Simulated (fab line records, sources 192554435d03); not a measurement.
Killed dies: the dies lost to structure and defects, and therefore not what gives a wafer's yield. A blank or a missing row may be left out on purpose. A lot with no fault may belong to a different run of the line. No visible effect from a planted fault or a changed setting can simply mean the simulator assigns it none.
Split-lot experiment    flow n5-finfet    21 wafers read across 7 lots, on a route 1938 steps long

ON THE SPLIT
At N5_GATE_CUT_DESCUM_18 (chemistry O2, time 7 s), the setting time-s was moved away from the recipe's 7 s on 6 of the 21 wafers read, by -18.9% to +21.6%. The other wafers ran this setting at the recipe's value.

BETWEEN THE SPLIT AND THE READING: the file shows 1 step in between
- N5_GATE_CUT_ETCH_28: etches underlayer in N2/H2, target depth 13 nm, time 10.4 s

THE READING
CAR-EUV_of_GATE_CUT_COAT_07.thk-nm (the simulator's own value, which no gauge read), in nm, at N5_GATE_CUT_ETCH_36 (etches SiARC in CF4, target depth 13 nm, time 21.7 s). No usual value for it is given in the file. The 15 wafers here that ran the recipe average 6.9 nm, standard deviation 0.12 nm.

wafer   tool, chamber at the split  time-s as run, s  against the recipe  CAR-EUV_of_GATE_CUT_COAT_07.thk-nm, nm  against lot-mates on the recipe
L080.1  rie-diel-02, 0              7                 recipe              6.8                                     -
L080.2  rie-diel-02, 2              8.513             +21.6%              6                                       -0.7
L080.4  rie-diel-02, 1              7                 recipe              6.6                                     -
L087.1  rie-diel-05, 3              8.27              +18.1%              6.4                                     -0.4
L087.5  rie-diel-05, 0              7                 recipe              6.8                                     -
L087.6  rie-diel-05, 1              8.27              +18.1%              6.2                                     -0.6
L089.1  rie-diel-02, 2              8.167             +16.7%              6.4                                     -0.6
L089.3  rie-diel-02, 1              7                 recipe              7                                       -
L089.4  rie-diel-02, 1              7                 recipe              7                                       -
L091.1  rie-diel-06, 3              7.985             +14.1%              6.4                                     -0.5
L091.3  rie-diel-06, 0              7                 recipe              7                                       -
L091.5  rie-diel-06, 2              7                 recipe              6.8                                     -
L092.3  rie-diel-02, 2              7                 recipe              6.8                                     -
L092.4  rie-diel-02, 3              7                 recipe              6.8                                     -
L092.5  rie-diel-02, 3              7                 recipe              6.8                                     -
L093.1  rie-diel-02, 1              7                 recipe              6.8                                     -
L093.2  rie-diel-02, 2              7                 recipe              7                                       -
L093.5  rie-diel-02, 0              7                 recipe              7                                       -
L095.2  rie-diel-06, 1              5.674             -18.9%              7.6                                     +0.6
L095.3  rie-diel-06, 3,1            7                 recipe              7                                       -
L095.6  rie-diel-06, 3,1            7                 recipe              7                                       -
When a row names more than one chamber, that row covers several wafers, and the file does not tell which wafer ran in which chamber.

THE FIT
A straight line over all 21 wafers: CAR-EUV_of_GATE_CUT_COAT_07.thk-nm changes by -0.0352 nm for each +1% of time-s; r = -0.94; the points scatter about the line by 0.12 nm.
The same after taking each lot's own level away (the mean of its wafers on the recipe; 21 wafers): -0.0315 nm for each +1%; r = -0.97; scatter 0.075 nm.
Per that fit: largest time-s move, reading shift of 0.68 nm.
From 6.70 to 7.00 nm: that is the span of the lots' own levels, equal to 2.5 times the standard deviation above.
So the slope is not independent of the lot-to-lot level: the two fits are not the same.
Check: with one of the wafers moved furthest among these (+21.6%) left out of the fit, the line predicts -0.674 nm for it against its lot-mates. It came out at -0.7 nm against them.

THE WHOLE CHAIN: every reading that the file lists as answering this split, in the file's order
step                   what it does                                                 reading                                                                              change (the file's fit)                 r (the file's)
N5_GATE_CUT_DESCUM_18  chemistry O2, time 7 s                                       CAR-EUV_of_GATE_CUT_COAT_07.thk-nm (the simulator's own value, which no gauge read)  -0.0359 nm for each +1% of the setting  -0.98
N5_GATE_CUT_ETCH_28    etches underlayer in N2/H2, target depth 13 nm, time 10.4 s  CAR-EUV_of_GATE_CUT_COAT_07.thk-nm (the simulator's own value, which no gauge read)  -0.0303 nm for each +1% of the setting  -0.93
N5_GATE_CUT_ETCH_36    etches SiARC in CF4, target depth 13 nm, time 21.7 s         CAR-EUV_of_GATE_CUT_COAT_07.thk-nm (the simulator's own value, which no gauge read)  -0.0323 nm for each +1% of the setting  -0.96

FILE'S OWN FIT
CAR-EUV_of_GATE_CUT_COAT_07.thk-nm changes by -0.0323 nm for each +1% of time-s, r = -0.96.
